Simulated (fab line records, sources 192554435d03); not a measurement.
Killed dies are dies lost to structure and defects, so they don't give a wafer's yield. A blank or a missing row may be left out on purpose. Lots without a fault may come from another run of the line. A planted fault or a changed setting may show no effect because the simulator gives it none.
Split-lot experiment | flow n5_finfet | 7 lots, 21 wafers read, on a route of 1938 steps

THE SPLIT
At N5_HKMG_FIN_ETCH_55 (etches SOC in N2/H2, target depth 240 nm, time 300 s), the setting time_s was moved away from the recipe's 300 s on 8 of the 21 wafers read, by -22.5% to +14.2%. The other wafers ran this setting at the recipe's value.

The reading is taken at the split's own step.

THE READING
SiARC_of_HKMG_FIN_COAT_42.thk_nm (the simulator's own value, which no gauge read), in nm, at N5_HKMG_FIN_ETCH_55 (etches SOC in N2/H2, target depth 240 nm, time 300 s). The file gives no usual value for it. The 13 wafers here that ran the recipe average 20.9 nm, standard deviation 0.63 nm.

wafer  | tool, chamber at the split | time_s as run, s | against the recipe | SiARC_of_HKMG_FIN_COAT_42.thk_nm, nm | against lot-mates on the recipe
L076.3 | rie_diel-05, 3             | 300              | recipe             | 20.8                                 | -
L076.5 | rie_diel-05, 3             | 333.5            | +11.2%             | 19.2                                 | -1.6
L076.6 | rie_diel-05, 2             | 300              | recipe             | 20.8                                 | -
L078.1 | rie_diel-01, 1             | 300              | recipe             | 21.4                                 | -
L078.3 | rie_diel-01, 2             | 342.7            | +14.2%             | 21                                   | -0.4
L078.6 | rie_diel-01, 2             | 342.7            | +14.2%             | 20.8                                 | -0.6
L079.2 | rie_diel-03, 3             | 300              | recipe             | 20                                   | -
L079.5 | rie_diel-03, 2             | 300              | recipe             | 21.4                                 | -
L079.6 | rie_diel-03, 3             | 300              | recipe             | 20                                   | -
L080.1 | rie_diel-01, 0             | 340.5            | +13.5%             | 18.8                                 | -2.8
L080.3 | rie_diel-01, 1             | 340.5            | +13.5%             | 19.4                                 | -2.2
L080.4 | rie_diel-01, 3             | 300              | recipe             | 21.6                                 | -
L083.3 | rie_diel-01, 1             | 300              | recipe             | 21.4                                 | -
L083.4 | rie_diel-01, 0             | 332.5            | +10.8%             | 19.2                                 | -2.4
L083.6 | rie_diel-01, 3             | 300              | recipe             | 21.8                                 | -
L085.3 | rie_diel-01, 1             | 300              | recipe             | 21.4                                 | -
L085.5 | rie_diel-01, 0             | 232.6            | -22.5%             | 23.6                                 | +2.2
L085.6 | rie_diel-01, 1             | 232.6            | -22.5%             | 24.2                                 | +2.8
L087.2 | rie_diel-03, 1             | 300              | recipe             | 20.2                                 | -
L087.4 | rie_diel-03, 3             | 300              | recipe             | 20.2                                 | -
L087.5 | rie_diel-03, 0             | 300              | recipe             | 20.4                                 | -

THE FIT
A straight line over all 21 wafers: SiARC_of_HKMG_FIN_COAT_42.thk_nm changes by -0.111 nm for each +1% of time_s; r = -0.82; the points scatter about the line by 0.78 nm.
The same after taking each lot's own level away (the mean of its wafers on the recipe; 21 wafers): -0.117 nm for each +1%; r = -0.88; scatter 0.63 nm.
On that fit, the largest move of time_s shifts the reading by 2.6 nm.
The lots' own levels span 20.27 to 21.60 nm, that is 2.1 times the standard deviation above.
So the lot-to-lot level changes the slope little: the two slopes agree.
Check: with one of the wafers moved furthest among these (-22.5%) left out of the fit, the line predicts +2.76 nm for it against its lot-mates. It came out at +2.2 nm against them.

OTHER SPLITS ON THESE WAFERS
These wafers also went through other splits before the reading. Each is held against what the fit with the lots' levels taken away leaves over:
other split on the same wafers | wafers away from the commonest value | r with SiARC_of_HKMG_FIN_COAT_42.thk_nm (lot level and that fit taken away)
N5_SD_EPI_P_PEB_07 peb_time_s  | 7                                    | +0.50
N5_HKMG_FIN_COAT_43 spin_rpm   | 9                                    | +0.30

THE WHOLE CHAIN: every reading that the file lists as answering this split, in the file's order
step                | what it does                                         | reading                                                                           | change (the file's fit)               | r (the file's)
N5_HKMG_FIN_ETCH_55 | etches SOC in N2/H2, target depth 240 nm, time 300 s | etch.depth_nm (the simulator's own value, which no gauge read)                    | +2.32 nm for each +1% of the setting  | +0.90
N5_HKMG_FIN_ETCH_55 | etches SOC in N2/H2, target depth 240 nm, time 300 s | HKMG_FIN.feature_depth_nm (the simulator's own value, which no gauge read)        | +2.32 nm for each +1% of the setting  | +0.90
N5_HKMG_FIN_ETCH_55 | etches SOC in N2/H2, target depth 240 nm, time 300 s | SiARC_of_HKMG_FIN_COAT_42.thk_nm (the simulator's own value, which no gauge read) | -0.125 nm for each +1% of the setting | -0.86

THE FILE'S OWN FIT
SiARC_of_HKMG_FIN_COAT_42.thk_nm changes by -0.125 nm for each +1% of time_s, r = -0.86.
